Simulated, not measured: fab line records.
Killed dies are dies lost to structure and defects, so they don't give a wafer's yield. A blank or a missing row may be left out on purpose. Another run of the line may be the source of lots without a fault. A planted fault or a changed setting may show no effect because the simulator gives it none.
Comparing a struck lot with a sound one || flow nand_harc || 18 steps out of a route of 1302
Sound: the wafers L781.1, L781.3, L781.4. The struck wafers were L786.1, L786.3, L786.6. Last of all comes the cause.
Per side, at each step with rows, come the tool, then ch with its chambers, and then its first start. Under that, the readings that differ: sound wafers || struck wafers || difference of the means || sigmas: that difference in standard deviations of wafers without a fault.
alike: same words and numbers on both sides, and readings whose means sit less than 2 such deviations apart. not compared: any withheld reading, any reading some wafer has no value for, any bound like >300 that may hide the same value, and any number with overlapping values for which the record gives no deviation.
Wherever a step has rows on one side only, a row that says differs or no value, or a row with sigmas, the two part there. Non-overlapping numbers with no deviation appear without sigmas and do not part them. Lack of a reading on every wafer of one side parts them only where that side has two or more wafers.

NHARC_P_ZERO_WELL_CD_MEAS_37: target cd 720 nm.
  sound on cd_sem-01 ch 0, day 5 18:20; struck on cd_sem-01 ch 0, day 7 20:16
  alike: cd_nm
then, 1 step without rows for these wafers: NHARC_P_ZERO_WELL_HARDBAKE_38 (time 80 s).
NHARC_P_ZERO_WELL_DESCUM_39: chemistry O2, time 3 s.
  sound on rie_diel-06 ch 0,2,3, day 5 18:31; struck on rie_diel-06 ch 0,2,3, day 7 20:26
  alike: drypump_motor_current_A, oes_product_au, rf_vpp_V, showerhead_plenum_p_Torr, throttle_valve_pct
  not compared: rf_hours_counter_h
then, 9 steps without rows for these wafers: NHARC_P_ZERO_WELL_IMPLANT_40; NHARC_P_ZERO_WELL_IMPLANT_59; NHARC_P_ZERO_WELL_IMPLANT_60; NHARC_P_ZERO_WELL_STRIP_41 (strips in SPM, time 840 s); NHARC_P_ZERO_WELL_DEHYDRATE_44 (time 120 s); NHARC_P_ZERO_WELL_HMDS_45 (time 30 s); NHARC_P_ZERO_WELL_COAT_46; NHARC_P_ZERO_WELL_SOFTBAKE_47 (time 95 s); NHARC_P_ZERO_WELL_EBR_48.
NHARC_P_ZERO_WELL_EXPOSE_49: exposes mask P HVPW, target cd 2000 nm.
  sound on krf_scanner-02 ch 0, day 5 19:45; struck on krf_scanner-03 ch 0, day 7 21:45
{"reading": "mask", "sound": "P_HVPW#0 P_HVPW#0 P_HVPW#0", "struck": "P_NWELL#0 P_NWELL#0 P_NWELL#0", "difference": "differs", "sigmas": ""}
then, 2 steps without rows for these wafers: NHARC_P_ZERO_WELL_PEB_50 (peb time 85 s); NHARC_P_ZERO_WELL_DEVELOP_51 (time 70 s).
NHARC_P_ZERO_WELL_CD_MEAS_52: target cd 2000 nm.
  sound on cd_sem-03 ch 0, day 5 19:54; struck on cd_sem-02 ch 0, day 7 21:54
{"reading": "cd_nm (nm)", "sound": "1999.8 1999.3 1997.9", "struck": "- - -", "difference": "no value on the struck wafers", "sigmas": ""}
then, 1 step without rows for these wafers: NHARC_P_ZERO_WELL_HARDBAKE_53 (time 80 s).
-- the record jumps here: 22 days lie between the struck wafers' starts before and after (it left off in module P_ZERO_WELL and takes up again in module END, whose first step shown is number 1302 of the route) --
NHARC_END_SORT_01:
  the record has rows for the struck wafers here (prober-02 ch 0, day 30 08:31) and none for the sound ones

== WHERE THEY PART ==
Earliest at NHARC_P_ZERO_WELL_EXPOSE_49; latest, in this record, at NHARC_END_SORT_01.

WHY: what the simulator had put in
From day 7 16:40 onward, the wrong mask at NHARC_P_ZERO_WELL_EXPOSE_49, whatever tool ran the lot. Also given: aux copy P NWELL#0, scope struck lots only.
